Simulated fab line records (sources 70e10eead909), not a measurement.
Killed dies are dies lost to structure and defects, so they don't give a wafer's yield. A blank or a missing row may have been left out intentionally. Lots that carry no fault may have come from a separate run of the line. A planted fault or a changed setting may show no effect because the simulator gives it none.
Chamber matching || flow nand harc || rie diel-04 running NHARC_P_BONDPAD_ETCH_37: 4 sister chambers
The step etches the open film in N2/H2, target depth 60 nm, overetch 18 nm, time 65.91 s. 4 wafers are shown with their chamber, then 12 later ones without.

== WAFERS PAIRED WITH THEIR CHAMBERS ==
{"wafer": "L094.4", "chamber": 3, "drypump motor current A (A)": 6.6}
{"wafer": "L094.6", "chamber": 0, "drypump motor current A (A)": 5.3}
{"wafer": "L093.5", "chamber": 1, "drypump motor current A (A)": 5.0}
{"wafer": "L093.6", "chamber": 2, "drypump motor current A (A)": 5.3}

== WAFERS WITH NO CHAMBER GIVEN ==
{"wafer": "L092.2", "drypump motor current A (A)": 5.3}
{"wafer": "L092.3", "drypump motor current A (A)": 5.3}
{"wafer": "L092.5", "drypump motor current A (A)": 5.0}
{"wafer": "L095.1", "drypump motor current A (A)": 6.5}
{"wafer": "L095.2", "drypump motor current A (A)": 5.0}
{"wafer": "L095.4", "drypump motor current A (A)": 5.3}
{"wafer": "L096.3", "drypump motor current A (A)": 5.3}
{"wafer": "L096.5", "drypump motor current A (A)": 6.5}
{"wafer": "L096.6", "drypump motor current A (A)": 5.3}
{"wafer": "L097.1", "drypump motor current A (A)": 5.3}
{"wafer": "L097.2", "drypump motor current A (A)": 5.3}
{"wafer": "L097.6", "drypump motor current A (A)": 5.3}

== EACH ONE'S CHAMBER ==
{"wafer": "L092.2", "from the rows above": "can't be placed: 0 or 2", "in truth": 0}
{"wafer": "L092.3", "from the rows above": "can't be placed: 0 or 2", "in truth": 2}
{"wafer": "L092.5", "from the rows above": 1, "in truth": 1}
{"wafer": "L095.1", "from the rows above": 3, "in truth": 3}
{"wafer": "L095.2", "from the rows above": 1, "in truth": 1}
{"wafer": "L095.4", "from the rows above": "can't be placed: 0 or 2", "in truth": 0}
{"wafer": "L096.3", "from the rows above": "can't be placed: 0 or 2", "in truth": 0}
{"wafer": "L096.5", "from the rows above": 3, "in truth": 3}
{"wafer": "L096.6", "from the rows above": "can't be placed: 0 or 2", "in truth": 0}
{"wafer": "L097.1", "from the rows above": "can't be placed: 0 or 2", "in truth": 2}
{"wafer": "L097.2", "from the rows above": "can't be placed: 0 or 2", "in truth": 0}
{"wafer": "L097.6", "from the rows above": "can't be placed: 0 or 2", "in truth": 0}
Placed correctly: 4 of 12. Not placeable from these rows: 8 (in 8, the candidates include the true chamber). Number placed wrongly: 0.
How it was worked out, from the rows above alone: a wafer's distance from a chamber is the root of the sum, over the readings, of the square of ((its reading less the chamber's mean) divided by the reading's scatter). If the next closest chamber is less than 2 further off than the closest, the wafer can't be placed; otherwise it belongs to the closest. A chamber's mean is the mean of its shown wafers. The scatter (one wafer shown for each chamber): square how far every hidden wafer sits from the nearest shown wafer, average those squares and take the square root.
